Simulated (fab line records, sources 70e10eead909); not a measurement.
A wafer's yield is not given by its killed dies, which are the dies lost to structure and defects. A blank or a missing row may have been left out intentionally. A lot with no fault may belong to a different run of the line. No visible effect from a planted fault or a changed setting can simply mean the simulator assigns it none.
fab line records	flow nand_harc
[record] lots = 5	wafers = 15	last_day = 24
route steps=1159 shown THIN_TSV@1116 END@1158
lots untouched by any fault: they come from a run of this same line in which no faults occurred
start_h: start of the lot's first displayed wafer, in hours after the record's first day	wait_h: time in hours since the lot's previous step	" as in the row above	L1.1+2: a row that stands for several wafers	- no value, or no start was given	* or withheld: withheld	< > ~ a bound
route shown NAME@n: NAME is a module with steps in the file, n the number in the route of the first one	usual: average and standard deviation across the fault-free wafers	same: alike in all rows	chamber/n: place in a boat	sites: each site's reading	_std_site: how widely they spread, as a standard deviation	_edge_site: outer sites' mean less inner sites'	radius_mm: how far each site lies from the wafer's centre	mask NAME#n: copy n	behind: tool/chamber where the wafer was last shaped	hold: why the lot went on hold/how many hours it stayed there/how the hold came to an end	device: whichever transistor did not switch (one of n, p or np)	end of line: the same wafers' tests at the end of the route	a step given without rows: its recipe and nothing more	killed: dies lost to structure and defects at the first sort, not the wafer's yield	map: the dies of a wafer, with x for killed, . for not killed, _ for no die there
set.NAME: the setting the step ran with; set.NAME@STEP: the setting that earlier step ran with	model.NAME: the simulator's own value behind a step, which no gauge read
a table for each step, a row for each wafer; lots at some steps of the route
services: the hour from which a tool's chamber was out of use, counted from the record's first day as start_h (under 0 if before that day), plus the number of hours and why
[[steps]]
[step NHARC_THIN_TSV_CD_MEAS_12]
[recipe] target_cd_nm = 1000	landing_energy_ev = 500
[usual] cd_nm = 1000.3/2.1
[same] landing_energy_ev = 500
lot.wafer	tool	chamber	start_h	wait_h	cd_nm
L559.1	cd_sem-01	0	421.02	-	999.6
L559.2	"	0	"	"	996.5
L559.6	"	0	"	"	996.1
L564.3	cd_sem-03	0	439.69	-	994.4
L564.4	"	0	"	"	998.7
L564.6	"	0	"	"	998.9
L565.1	cd_sem-02	0	456.08	-	1002.1
L565.2	"	0	"	"	1000.1
L565.6	"	0	"	"	998.9
L574.2	cd_sem-02	0	517.65	-	1003.4
L574.5	"	0	"	"	1000.7
L574.6	"	0	"	"	1000.8
L582.2	cd_sem-01	0	556.30	-	999.5
L582.3	"	0	"	"	997.8
L582.5	"	0	"	"	999.9
[step NHARC_THIN_TSV_HARDBAKE_13]
[recipe] temp_c = 125	time_s = 80
[step NHARC_THIN_TSV_DESCUM_14]
[recipe] time_s = 3	o2_flow_sccm = 200	ar_flow_sccm = 0	bias_power_w = 0	chemistry = O2
[usual] drypump_motor_current_A = 5.7/0.5	o2_flow_sccm = 200.0/0.61	oes_product_au = 1.003/0.0084	rf_vpp_V = 57.8/0.86	showerhead_plenum_p_Torr = 1.92/0.082	throttle_valve_pct = 11.312/0.0088
lot.wafer	tool	chamber	start_h	wait_h	drypump_motor_current_A	o2_flow_sccm	oes_product_au	rf_hours_counter_h	rf_vpp_V	showerhead_plenum_p_Torr	throttle_valve_pct
L559.2	rie_diel-10	1	421.19	-	5.2	200.0	1.014	4	56.3	1.83	11.319
L559.1	"	3	"	"	5.3	199.6	1.007	3	55.8	1.81	11.307
L559.6	"	0	"	"	6.6	200.0	1.007	-	56.8	2.02	11.313
L564.3	rie_diel-10	1	439.86	-	5.2	200.4	1.008	5	57.8	1.83	11.313
L564.4	"	3	"	"	5.3	200.1	0.995	5	56.5	1.81	11.300
L564.6	"	1	"	"	5.2	199.7	1.007	-	57.3	1.83	11.325
L565.1	rie_diel-06	3	456.24	-	6.5	199.9	1.008	4	57.5	1.79	11.310
L565.2	"	0	"	"	5.7	200.8	1.007	4	58.0	1.91	11.310
L565.6	"	3	"	"	6.5	199.5	1.011	-	56.1	1.79	11.314
L574.2	rie_diel-06	0	517.83	-	5.7	200.4	1.001	12	56.9	1.90	11.306
L574.6	"	0	"	"	5.7	200.5	1.008	-	58.3	1.90	11.313
L574.5	"	1	"	"	5.6	200.0	1.005	-	58.5	2.02	11.330
L582.2	rie_diel-10	1	556.46	-	5.2	201.1	1.010	1	57.8	1.83	11.303
L582.3	"	3	"	"	5.4	200.2	1.002	1	58.1	1.80	11.300
L582.5	"	1	"	"	5.2	200.2	1.011	-	57.6	1.83	11.323
[step NHARC_THIN_TSV_ETCH_44]
[recipe] target_depth_a = 15942	time_s = 797.1	cf4_flow_sccm = 150	o2_flow_sccm = 10	ar_flow_sccm = 0	rf_w = 300	bias_w = 800	chemistry = CF4/O2
[step NHARC_THIN_TSV_ETCH_15]
[recipe] target_depth_a = 30000	bosch_target_overetch_cycles = 2	bosch_etch_step_s = 2.8	bosch_dep_step_s = 1.2	bosch_cycles = 14
[step NHARC_THIN_TSV_CD_MEAS_16]
[usual] cd_nm = 1000.0/2
lot.wafer	tool	chamber	start_h	wait_h	cd_nm
L559.1	cd_sem-01	-	421.98	0.1	1000.0
L559.2	"	-	"	"	997.6
L559.6	"	-	"	"	995.5
L564.3	cd_sem-03	-	440.66	0.1	996.1
L564.4	"	-	"	"	998.9
L564.6	"	-	"	"	1000.3
L565.1	cd_sem-03	-	457.03	0.1	1001.3
L565.2	"	-	"	"	999.8
L565.6	"	-	"	"	997.3
L574.2	cd_sem-03	-	518.64	0.1	1002.8
L574.5	"	-	"	"	999.6
L574.6	"	-	"	"	1000.1
L582.2	cd_sem-02	-	557.27	0.1	1000.0
L582.3	"	-	"	"	997.4
L582.5	"	-	"	"	1000.5
[step NHARC_THIN_TSV_STRIP_45]
[recipe] power_w = 1500	temp_c = 250	chemistry = O2
[step NHARC_THIN_TSV_STRIP_46]
[recipe] time_s = 1200	temp_c = 72.5	chemistry = post_etch_residue_remover
[step NHARC_THIN_TSV_DEP_47]
[recipe] target_thk_a = 2000	temp_c = withheld	pressure_torr = 6.5	rf_w = 900	teos_flow_sccm = 161.4	flow_sccm = 2650	target_thk_nm = 200	gas = O2	material = SiO2
[usual] rf_fwd_power_W = 897.8/2.8	showerhead_vpp_V = 1849/88	throttle_valve_pct = 15.9/0.68
lot.wafer	tool	chamber	start_h	wait_h	rf_fwd_power_W	showerhead_vpp_V	throttle_valve_pct
L559.1	pecvd-02	1	422.90	-	902.3	1850	15.8
L559.2	"	2	"	"	900.8	1796	15.7
L559.6	"	2	"	"	902.4	1842	15.8
L564.3	pecvd-04	0	441.54	-	894.4	1812	15.9
L564.4	"	1	"	"	897.6	1823	16.3
L564.6	"	2	"	"	896.0	1959	16.2
L565.2	pecvd-04	0	457.95	-	896.6	1836	16.0
L565.1	"	1	"	"	901.8	1826	16.5
L565.6	"	1	"	"	902.7	1842	16.4
L574.2	pecvd-04	1	519.60	-	896.0	1829	16.4
L574.6	"	0	"	"	900.6	1838	15.9
L574.5	"	1	"	"	898.8	1844	16.4
L582.3	pecvd-02	1	558.17	-	898.7	1882	15.8
L582.2	"	2	"	"	897.8	1811	15.4
L582.5	"	1	"	"	899.4	1781	15.7
[step NHARC_THIN_TSV_ETCHBACK_48]
[recipe] target_depth_a = 10285	over_etch_frac = 0.3	time_s = 405.17	ion_energy_ev = 250	c4f8_flow_sccm = withheld	ar_flow_sccm = withheld	rf_w = 600	bias_w = 300	chemistry = C4F8/Ar
[step NHARC_THIN_TSV_STRIP_62]
[recipe] power_w = 1500	temp_c = 250	time_s = 20	chemistry = N2/H2
[step NHARC_THIN_TSV_DEGAS_49]
[recipe] temp_c = 300	time_s = 120
[usual] heater_power_w = 458/60
lot.wafer	tool	chamber	start_h	wait_h	heater_power_w
L559.1	pvd_sputter-01	-	423.87	0.1	464
L559.2	"	-	"	"	491
L559.6	"	-	"	"	461
L564.3	pvd_sputter-03	-	442.52	0.1	454
L564.4	"	-	"	"	458
L564.6	"	-	"	"	461
L565.2	pvd_sputter-01	-	459.36	0.1	536
L565.1	"	-	"	"	462
L565.6	"	-	"	"	342
L574.2	pvd_sputter-03	-	520.51	0.2	464
L574.6	"	-	"	"	480
L574.5	"	-	"	"	440
L582.2	pvd_sputter-02	-	559.09	0.1	384
L582.3	"	-	"	"	582
L582.5	"	-	"	"	389
[step NHARC_THIN_TSV_PRE_CLEAN_50]
[recipe] time_s = 30	temp_c = 280	gas = H2/He
[usual] heater_power_w = 399/53
lot.wafer	tool	chamber	start_h	wait_h	heater_power_w
L559.2	pvd_sputter-01	-	423.96	-	296
L559.1	"	-	"	"	422
L559.6	"	-	"	"	382
L564.3	pvd_sputter-03	-	442.60	-	367
L564.4	"	-	"	"	418
L564.6	"	-	"	"	369
L565.1	pvd_sputter-01	-	459.49	-	463
L565.2	"	-	"	"	431
L565.6	"	-	"	"	296
L574.2	pvd_sputter-03	-	520.59	-	358
L574.5	"	-	"	"	412
L574.6	"	-	"	"	431
L582.2	pvd_sputter-02	-	559.19	-	512
L582.3	"	-	"	"	338
L582.5	"	-	"	"	485
[step NHARC_THIN_TSV_PVD_19]
[recipe] target_thk_a = 200	chamber_pressure_pa = 5	material = TaN
[usual] throttle_valve_pct = 30.2/1.4
lot.wafer	tool	chamber	start_h	wait_h	throttle_valve_pct
L559.1	pvd_sputter-01	-	-	-	31.2
L559.2	"	-	"	"	30.1
L559.6	"	-	"	"	30.7
L564.4	pvd_sputter-03	-	-	-	30.2
L564.3	"	-	"	"	26.7
L564.6	"	-	"	"	26.7
L565.2	pvd_sputter-01	-	-	-	30.4
L565.1	"	-	"	"	31.4
L565.6	"	-	"	"	29.8
L574.2	pvd_sputter-03	-	-	-	31.7
L574.6	"	-	"	"	32.0
L574.5	"	-	"	"	29.4
L582.2	pvd_sputter-02	-	-	-	30.1
L582.3	"	-	"	"	29.3
L582.5	"	-	"	"	30.1
[step NHARC_THIN_TSV_PVD_51]
[recipe] target_thk_a = 1000	chamber_pressure_pa = 5	material = Cu
[step NHARC_THIN_TSV_ECD_20]
[recipe] target_thk_a = 20000	material = Cu
[step NHARC_THIN_TSV_ANNEAL_52]
[recipe] temp_c = 225	time_s = 90
[step NHARC_THIN_TSV_CMP_21]
[recipe] t_overpolish_s = 30	target_thk_nm = 2000
[step NHARC_THIN_TSV_SRD_23]
[step NHARC_THIN_TSV_DEGAS_53]
[recipe] temp_c = 300	time_s = 60
[step NHARC_THIN_TSV_PRE_CLEAN_54]
[recipe] time_s = 30	temp_c = 280	gas = H2/He
[step NHARC_THIN_TSV_PVD_55]
[recipe] target_thk_a = 500	material = TiN
[step NHARC_THIN_TSV_PVD_24]
[recipe] target_thk_a = 8000	power_w = withheld	chamber_pressure_pa = withheld	substrate_temp_c = withheld	time_s = withheld	gas = Ar	material = Al
[step NHARC_THIN_TSV_DEHYDRATE_25]
[recipe] temp_c = 150	time_s = 120
[step NHARC_THIN_TSV_HMDS_26]
[recipe] time_s = 30
[step NHARC_THIN_TSV_COAT_27]
[recipe] spin_rpm = *
[step NHARC_THIN_TSV_SOFTBAKE_28]
[recipe] temp_c = 122	time_s = 95
[step NHARC_THIN_TSV_EBR_29]
[step NHARC_THIN_TSV_EXPOSE_30]
[recipe] na = 0.55	dose_mj = 11.47	mask_id = PAD
[step NHARC_THIN_TSV_PEB_31]
[recipe] peb_temp_c = 118	peb_time_s = 85
[step NHARC_THIN_TSV_DEVELOP_32]
[recipe] time_s = 70
[step NHARC_THIN_TSV_CD_MEAS_33]
[recipe] target_cd_nm = 5000	landing_energy_ev = 500
[usual] cd_nm = 5001.4/2.1
[same] landing_energy_ev = 500
lot.wafer	tool	chamber	start_h	wait_h	cd_nm
L559.1	cd_sem-01	0	426.99	-	4998.6
L559.2	"	0	"	"	4999.2
L559.6	"	0	"	"	5003.6
L564.3	cd_sem-03	0	446.11	-	4997.1
L564.4	"	0	"	"	5003.3
L564.6	"	0	"	"	4998.8
L565.1	cd_sem-03	0	462.62	-	4997.9
L565.2	"	0	"	"	4999.9
L565.6	"	0	"	"	4995.8
L574.2	cd_sem-01	0	523.65	-	5006.0
L574.5	"	0	"	"	5002.8
L574.6	"	0	"	"	5004.1
L582.2	cd_sem-02	0	562.27	-	5000.6
L582.3	"	0	"	"	5002.4
L582.5	"	0	"	"	5000.7
[step NHARC_THIN_TSV_HARDBAKE_34]
[recipe] temp_c = 125	time_s = 80
[step NHARC_THIN_TSV_DESCUM_35]
[recipe] time_s = 3	o2_flow_sccm = 200	ar_flow_sccm = 0	bias_power_w = 0	chemistry = O2
[usual] drypump_motor_current_A = 5.8/0.47	o2_flow_sccm = 200.0/0.55	oes_product_au = 1.003/0.0083	rf_vpp_V = 57.7/0.92	showerhead_plenum_p_Torr = 1.93/0.085	throttle_valve_pct = 11.310/0.0079
lot.wafer	tool	chamber	start_h	wait_h	drypump_motor_current_A	o2_flow_sccm	oes_product_au	rf_hours_counter_h	rf_vpp_V	showerhead_plenum_p_Torr	throttle_valve_pct
L559.1	rie_diel-10	0	427.16	-	6.6	200.5	1.005	5	59.1	2.02	11.312
L559.2	"	1	"	"	5.2	199.8	1.009	4	56.0	1.83	11.308
L559.6	"	0	"	"	6.6	200.7	1.018	-	57.1	2.01	11.319
L564.3	rie_diel-10	0	446.29	-	6.6	200.4	1.012	6	58.5	2.01	11.314
L564.4	"	1	"	"	5.2	200.1	1.007	6	58.2	1.83	11.307
L564.6	"	2	"	"	5.7	199.9	1.016	-	58.7	2.00	11.310
L565.2	rie_diel-13	0	462.78	-	5.7	199.6	0.984	0	58.3	1.98	11.309
L565.1	"	1	"	"	5.9	199.2	0.983	0	58.2	1.91	11.324
L565.6	"	0	"	"	5.7	200.4	1.001	-	57.5	1.98	11.303
L574.2	rie_diel-10	2	523.84	-	5.7	200.4	1.005	12	57.8	1.99	11.310
L574.5	"	0	"	"	6.6	200.3	1.011	-	58.8	2.01	11.314
L574.6	"	1	"	"	5.2	199.9	1.011	-	56.6	1.83	11.319
L582.2	rie_diel-06	2	562.42	-	6.2	199.3	1.015	14	57.8	2.00	11.319
L582.3	"	1	"	"	5.6	200.7	1.006	17	57.3	2.02	11.305
L582.5	"	3	"	"	6.5	200.7	1.010	-	57.4	1.79	11.302
[step NHARC_THIN_TSV_ETCH_59]
[recipe] target_depth_a = 8800	icp_w = 900	bias_w = 100	Cl2_flow_sccm = 60	bcl3_flow_sccm = 30	time_s = 138.1	chemistry = Cl2/BCl3
[step NHARC_THIN_TSV_ETCH_36]
[recipe] target_depth_a = 650	over_etch_frac = 0.3	time_s = 18.571	ion_energy_ev = 150	chemistry = Cl2/BCl3
[step NHARC_THIN_TSV_STRIP_56]
[recipe] power_w = 1500	temp_c = 250	chemistry = O2
[step NHARC_THIN_TSV_STRIP_57]
[recipe] time_s = 1200	temp_c = 72.5	chemistry = post_etch_residue_remover
[step NHARC_THIN_TSV_CD_MEAS_37]
[usual] cd_nm = 5001/3
lot.wafer	tool	chamber	start_h	wait_h	cd_nm
L559.1	cd_sem-03	-	428.44	-	4999
L559.2	"	-	"	"	4997
L559.6	"	-	"	"	5000
L564.3	cd_sem-03	-	447.56	-	4991
L564.4	"	-	"	"	5001
L564.6	"	-	"	"	4998
L565.1	cd_sem-03	-	464.08	-	5000
L565.2	"	-	"	"	5001
L565.6	"	-	"	"	4994
L574.2	cd_sem-01	-	525.12	-	5008
L574.5	"	-	"	"	5001
L574.6	"	-	"	"	5003
L582.2	cd_sem-03	-	563.70	-	5000
L582.3	"	-	"	"	5001
L582.5	"	-	"	"	5000
[step NHARC_THIN_TSV_ANNEAL_58]
[recipe] temp_c = 400	time_s = 1800
[step NHARC_END_WLT_00]
[usual] VT_DECK1_BOTTOM = 0.872/0.0076	VT_DECK1_BOTTOM_INNER = 0.872/0.0073	VT_DECK1_MEDIAN_NEAR_BOTTOM = 0.874/0.0077	VT_DECK1_MEDIAN_NEAR_BOTTOM_INNER = 0.873/0.0073	VT_DECK1_MIDDLE = 0.886/0.0064	VT_DECK1_MIDDLE_INNER = 0.886/0.0072	VT_DECK1_TOP = 0.898/0.0071	VT_DECK1_TOP_INNER = 0.898/0.0068
lot.wafer	tool	chamber	start_h	wait_h	hold	VT_DECK1_BOTTOM	VT_DECK1_BOTTOM_INNER	VT_DECK1_MEDIAN_NEAR_BOTTOM	VT_DECK1_MEDIAN_NEAR_BOTTOM_INNER	VT_DECK1_MIDDLE	VT_DECK1_MIDDLE_INNER	VT_DECK1_TOP	VT_DECK1_TOP_INNER
L559.1	prober-02	-	432.32	0.1	-	0.871	0.871	0.873	0.872	0.893	0.887	0.898	0.903
L559.2	"	-	"	"	-	0.875	0.870	0.877	0.879	0.889	0.887	0.903	0.898
L559.6	"	-	434.80	2.5	-	0.875	0.878	0.877	0.883	0.895	0.884	0.896	0.902
L564.3	prober-01	-	456.48	6.0	-	0.868	0.862	0.871	0.868	0.889	0.885	0.897	0.908
L564.4	"	-	"	"	-	0.873	0.880	0.877	0.873	0.890	0.891	0.898	0.899
L564.6	"	-	458.00	7.5	-	0.871	0.869	0.875	0.872	0.882	0.891	0.902	0.899
L565.1	prober-01	-	467.37	0.0	-	0.878	0.872	0.880	0.875	0.899	0.891	0.913	0.910
L565.2	"	-	"	"	-	0.882	0.876	0.875	0.878	0.891	0.894	0.906	0.909
L565.6	"	-	469.85	2.5	-	0.880	0.876	0.880	0.881	0.887	0.895	0.912	0.899
L574.2	prober-02	-	537.89	8.2	await_dispo/2.9h/release	0.867	0.866	0.863	0.868	0.875	0.872	0.880	0.881
L574.5	"	-	539.39	9.7	await_dispo/0.2h/release	0.857	0.858	0.861	0.860	0.879	0.867	0.887	0.890
L574.6	"	-	"	"	await_dispo/0.2h/release	0.868	0.854	0.863	0.868	0.869	0.885	0.883	0.875
L574.2	prober-02	-	541.06	2.7	await_dispo/0.2h/release	0.866	0.861	0.864	0.870	0.877	0.875	0.885	0.893
L574.5	"	-	542.57	2.7	-	0.864	0.873	0.857	0.855	0.873	0.870	0.890	0.894
L574.6	"	-	"	"	-	0.872	0.863	0.860	0.862	0.880	0.876	0.885	0.881
L582.2	prober-01	-	568.46	0.5	-	0.875	0.874	0.870	0.877	0.887	0.890	0.904	0.911
L582.3	"	-	"	"	-	0.884	0.868	0.878	0.880	0.890	0.899	0.900	0.898
L582.5	"	-	569.97	2.1	-	0.871	0.875	0.874	0.881	0.892	0.885	0.897	0.900
[step NHARC_END_SORT_01]
[recipe] temp_c = 25
[usual] defect_limited_yield = 95.4/1.8	killed_at_array = 27/11	killed_at_other = 0.7/1.1	killed_at_periphery = 3.4/2.1	killed_dies = 31/12	killed_open = 3.6/2	killed_short = 2.0/1.3	sort_bin_2_pct = 1.5/0.71	sort_bin_3_pct = 0.25/0.22	sort_bin_4_pct = 2.9/1.2	sort_n_pass = 646/12	sort_rim_yield_pct = 95.0/2.5	sort_yield_pct = 95.4/1.8
[same] gross_dies = 677	sort_bin_5_pct[%] = 0	sort_bin_6_pct[%] = 0	sort_bin_7_pct[%] = 0	sort_bin_8_pct[%] = 0	sort_rim_n_gross = 106.00
lot.wafer	tool	chamber	start_h	wait_h	hold	defect_limited_yield[%]	killed_at_array	killed_at_other	killed_at_periphery	killed_dies	killed_open	killed_short	sort_bin_2_pct[%]	sort_bin_3_pct[%]	sort_bin_4_pct[%]	sort_n_pass	sort_rim_yield_pct[%]	sort_yield_pct[%]
L559.1	prober-02	0	435.29	2.5	-	96.3	19	1	5	25	6	1	1.0	0.15	2.5	652	94.3	96.3
L559.2	prober-02	0	436.09	2.8	-	97.2	15	0	4	19	3	1	0.7	0.15	1.9	658	93.4	97.2
L559.6	prober-02	0	439.30	4.0	-	96.9	17	1	3	21	2	4	0.7	0	2.4	656	98.1	96.9
L565.1	prober-01	0	470.34	2.5	-	93.8	34	5	3	42	3	1	2.2	0.30	3.7	635	92.5	93.8
L565.2	prober-01	0	471.15	2.8	-	94.4	32	2	4	38	1	2	0.9	0.59	4.1	639	93.4	94.4
L565.6	prober-01	0	474.38	4.0	-	92.0	44	7	3	54	3	2	2.4	0.44	5.2	623	96.2	92.0
L574.2	prober-01	0	548.21	6.6	await_dispo/1.8h/release	96.5	18	3	3	24	2	1	1.5	0.30	1.8	653	95.3	96.5
L574.5	prober-01	0	550.62	7.5	await_dispo/1.8h/release	95.0	26	1	7	34	4	2	2.4	0.15	2.5	643	90.6	95.0
L574.6	prober-01	0	551.42	7.8	await_dispo/1.8h/release	82.4	18	99	2	119	4	0	7.1	4.43	6.1	558	87.7	82.4
L582.2	prober-01	0	571.81	2.8	-	97.0	18	0	2	20	2	5	1.0	0.15	1.8	657	96.2	97.0
L582.3	prober-01	0	572.64	3.2	-	96.5	20	1	3	24	7	0	1.0	0.15	2.4	653	92.5	96.5
L582.5	prober-01	0	574.29	3.8	-	97.2	17	0	2	19	1	2	0.7	0.15	1.9	658	95.3	97.2
// killed by level:class
L559.1 A_CONTACT:chamber_film_flake=5 A_SLIT:chamber_film_flake=4 A_STAIRCASE:chamber_film_flake=3 P_CONTACT:geometric_particle:open=2 A_CHANNEL_HOLE_D1:chamber_film_flake=2 P_M0:geometric_particle:open=1 A_SOURCE_PLATE:geometric_particle:open=1 A_SLIT:geometric_particle:short=1
L559.2 A_SLIT:chamber_film_flake=4 A_STAIRCASE:chamber_film_flake=3 A_CONTACT:chamber_film_flake=3 A_CHANNEL_FILL_D1:geometric_particle:open=2 A_CONTACT:geometric_particle:short=1 A_CONTACT:geometric_particle:open=1 P_ZERO_WELL:chamber_film_flake=1 P_STI:chamber_film_flake=1
L559.6 A_SLIT:chamber_film_flake=7 A_ONON_D1:geometric_particle:short=2 A_CHANNEL_HOLE_D1:chamber_film_flake=2 P_CONTACT:geometric_particle:short=1 P_M0:geometric_particle:open=1 A_CHANNEL_HOLE_D1:geometric_particle:open=1 A_SGD_CUT:geometric_particle:short=1 P_BONDPAD:chamber_film_flake=1
L565.1 A_CHANNEL_HOLE_D1:chamber_film_flake=18 A_SLIT:chamber_film_flake=6 THIN_TSV:chamber_film_flake=5 A_STAIRCASE:chamber_film_flake=4 A_ZERO_WELL:chamber_film_flake=3 P_CONTACT:geometric_particle:open=1 P_M0:geometric_particle:short=1 A_CHANNEL_FILL_D1:geometric_particle:open=1
L565.2 A_CHANNEL_HOLE_D1:chamber_film_flake=18 A_STAIRCASE:chamber_film_flake=4 A_SLIT:chamber_film_flake=4 P_ZERO_WELL:chamber_film_flake=3 A_BONDPAD:chamber_film_flake=3 THIN_TSV:chamber_film_flake=2 P_M1:geometric_particle:short=1 A_ONON_D1:geometric_particle:short=1
L565.6 A_CHANNEL_HOLE_D1:chamber_film_flake=27 A_SLIT:chamber_film_flake=9 THIN_TSV:chamber_film_flake=7 A_STAIRCASE:chamber_film_flake=3 P_M0:geometric_particle:open=2 A_ONON_D1:geometric_particle:open=1 A_CHANNEL_FILL_D1:geometric_particle:short=1 A_CONTACT:geometric_particle:short=1
L574.2 A_SLIT:chamber_film_flake=7 A_CHANNEL_HOLE_D1:chamber_film_flake=6 A_CONTACT:chamber_film_flake=3 THIN_TSV:chamber_film_flake=3 P_CONTACT:geometric_particle:short=1 P_M0:geometric_particle:open=1 A_M0:geometric_particle:open=1 P_GATE:chamber_film_flake=1
L574.5 A_SLIT:chamber_film_flake=11 A_CHANNEL_HOLE_D1:chamber_film_flake=7 P_STI:chamber_film_flake=2 P_GATE:chamber_film_flake=2 A_STAIRCASE:chamber_film_flake=2 A_CONTACT:chamber_film_flake=2 P_GATE:geometric_particle:open=1 P_CONTACT:geometric_particle:open=1
L574.6 THIN_TSV:unspecified=98 A_SLIT:chamber_film_flake=10 A_CHANNEL_HOLE_D1:chamber_film_flake=3 A_WL_FILL:geometric_particle:open=2 P_M1:geometric_particle:open=1 A_BLC:geometric_particle:open=1 P_STI:chamber_film_flake=1 A_STAIRCASE:chamber_film_flake=1
L582.2 A_CHANNEL_HOLE_D1:chamber_film_flake=7 A_WL_FILL:geometric_particle:short=3 A_M0:chamber_film_flake=3 P_GATE:chamber_film_flake=2 A_CHANNEL_FILL_D1:geometric_particle:open=1 A_SGD_CUT:geometric_particle:short=1 A_CONTACT:geometric_particle:short=1 A_CONTACT:geometric_particle:open=1
L582.3 A_CHANNEL_HOLE_D1:chamber_film_flake=6 A_CONTACT:chamber_film_flake=6 P_CONTACT:geometric_particle:open=1 P_M0:geometric_particle:open=1 A_ONON_D1:geometric_particle:open=1 A_WL_FILL:geometric_particle:open=1 A_CONTACT:geometric_particle:open=1 A_M0:geometric_particle:open=1
L582.5 A_CHANNEL_HOLE_D1:chamber_film_flake=9 P_GATE:chamber_film_flake=2 A_CONTACT:chamber_film_flake=2 A_CHANNEL_FILL_D1:chamber_film_flake=1 A_ONON_D1:geometric_particle:open=1 A_CHANNEL_FILL_D1:geometric_particle:short=1 A_BLC:geometric_particle:short=1 A_WL_FILL:chamber_film_flake=1
// map L574.6 (x killed, . not)
____________.____________
_________......._________
_______......x...._______
______.............______
_____..............._____
____.................____
____.x...............____
___....x..............___
___..x................___
__.........x...........__
__.....................__
_......................._
_......................._
_....x.................._
_......................._
_......................x_
.......................xx
.......................xx
.......................xx
..x.....................x
........................x
_...........x........x.x_
_.............x........._
_..........xxxxx........_
_..........xxxxxxxxx...._
_..........xxxxxxx......_
__........xxxxxxxxx....__
__x..x....xxxxxxxxx....__
___......x.xxxxxxxx...___
___.......xxxxxxxxxx..___
____.....xxxxxxxxxxx.____
____.......xxxxxxxx..____
_____....x.xxxxxx..._____
______......xxxxxx.______
_______.....xxx..x_______
_________....xxx_________
____________.____________
// map L564.6 (x killed, . not)
____________.____________
_________......._________
_______..........._______
______.............______
_____............x.._____
____.x...............____
____.................____
___.................x.___
___.........x.........___
__.....................__
__.x...................__
_......................._
_......................._
_......................._
_......................._
_......................._
.........................
.........................
.........................
.........................
.........................
_......................._
_....x.x................_
_.....x................._
_....xx..x.............._
_....xx................._
__...xxxxx.............__
__.x..x..x.............__
___..xxx..............___
___..x..x.............___
____.x.x.............____
____.................____
_____..............._____
______.............______
_______..........._______
_________......._________
____________.____________
[[services]]
tool	chamber	start_h	hours	kind
rie_diel-10	0	411.50	-	clean
rie_diel-06	2	415.99	9.5	repair
rie_diel-06	-	418.20	9.0	pm
rie_diel-13	3	420.67	5.7	repair
pecvd-04	0	425.86	6.0	repair
rie_diel-13	-	427.85	0.7	repair
pecvd-02	-	430.98	1.4	repair
pvd_sputter-03	-	435.41	0.5	repair
rie_diel-06	2	435.55	8.1	repair
rie_diel-13	-	453.00	9.0	pm
pvd_sputter-03	-	458.04	10.0	pm
pvd_sputter-01	-	464.33	4.0	repair
rie_diel-13	3	482.86	5.8	repair
rie_diel-13	3	489.95	1.2	repair
pvd_sputter-03	-	495.71	0.8	repair
rie_diel-13	1	508.23	7.8	repair
rie_diel-10	3	513.02	10.8	repair
pecvd-02	-	515.19	13.0	pm
pvd_sputter-01	-	519.53	10.0	pm
rie_diel-06	0	526.30	10.8	repair
rie_diel-10	-	530.50	9.0	pm
rie_diel-06	-	539.52	0.4	repair
pvd_sputter-02	-	547.95	1.1	repair
pecvd-04	-	557.33	13.0	pm
[[key]]
[first_sign] step = NHARC_END_SORT_01	reading = killed_at_other	direction = up	sigmas = 87	usual = 0.7	struck = 99
[effect] step = NHARC_END_SORT_01	reading = killed_dies	direction = up	sigmas = 7.2	usual = 31	struck = 119
[more_kills_born_at] NHARC_THIN_TSV_PRE_CLEAN_50@pvd_sputter-03 = 98
met_at NHARC_THIN_TSV_PRE_CLEAN_50
struck_wafers L574.6
onset_between 442.60 520.59
[fault] kind = chamber_particle_source	tool = pvd_sputter-03	chamber = -	onset_h = 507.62	steps = NHARC_THIN_TSV_PRE_CLEAN_50	rate_per_visit_cm2 = 1.0361	end_h = 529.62	scope = struck_wafers_only
